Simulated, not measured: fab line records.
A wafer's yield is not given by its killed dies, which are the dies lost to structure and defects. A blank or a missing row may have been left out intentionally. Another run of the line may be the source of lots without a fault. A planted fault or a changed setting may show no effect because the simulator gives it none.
A struck lot beside a sound one | flow nandHarc | 6 steps out of a route of 1159
Sound: wafers L969.1, L969.2, L969.5. Wafers struck: L981.2, L981.4, L981.6. The cause is named last.
Order at every step that has rows: each side's tool, ch and its chambers, its first start. Under that, the readings that differ: sound wafers | struck wafers | difference of the means | sigmas: that difference in standard deviations of wafers without a fault.
alike: same words and numbers on both sides, and readings whose means sit less than 2 such deviations apart. not compared: any withheld reading, any reading some wafer has no value for, any bound like >300 that may hide the same value, and any number with overlapping values for which the record gives no deviation.
The two part at a step that has a row with sigmas, a row that says differs or no value, or rows on one side only. Numbers that don't overlap but have no deviation are shown without sigmas and don't part them. A reading that every wafer of one side lacks parts them only if that side has two wafers or more.

NHARC_P_START_INSPECT_01:
  sound on defectInspect-02, day 2 12:02; struck on defectInspect-02, day 5 12:02
  alike: rawDefectCount
then, 2 steps without rows for these wafers: NHARC_P_ZERO_WELL_PRECLEAN_00 (cleans in SPM, time 600 s); NHARC_P_ZERO_WELL_SRD_01.
NHARC_P_ZERO_WELL_PECVD_02: deposits SiO2, target thk 10 nm.
  sound on pecvd-04 ch 0,1,2, day 2 12:31; struck on pecvd-03 ch 0,1, day 5 12:35
reading                    | sound             | struck | difference                    | sigmas
chamberPressureTorr (Torr) | 6.496 6.509 6.511 | - - -  | no value on the struck wafers | 
  not compared: sinceWetCleanH
then, 1 step without rows for these wafers: NHARC_P_ZERO_WELL_DEHYDRATE_03 (time 120 s).
-- record jumps: 19 days between struck wafers' starts before vs after; left off in module P_ZERO_WELL, resumes in module END, first step shown is number 1159 of the route --
NHARC_END_SORT_01:
  sound on prober-02 ch 0, day 20 15:58; struck on prober-02 ch 0, day 24 06:33
reading       | sound   | struck   | difference | sigmas
killedAtArray | 10 6 13 | 55 50 49 | +42        | +4
killedDies    | 15 7 17 | 61 53 52 | +42        | +4
  alike: killedAtOther, killedAtPeriphery, killedOpen, killedShort

## WHERE THEY PART
First at NHARC_P_ZERO_WELL_PECVD_02; last, within this record, at NHARC_END_SORT_01.

WHY: what had been put in by the simulator
Skipped step whole: pecvd-03, from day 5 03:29 on, at NHARC_P_ZERO_WELL_PECVD_02. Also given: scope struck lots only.
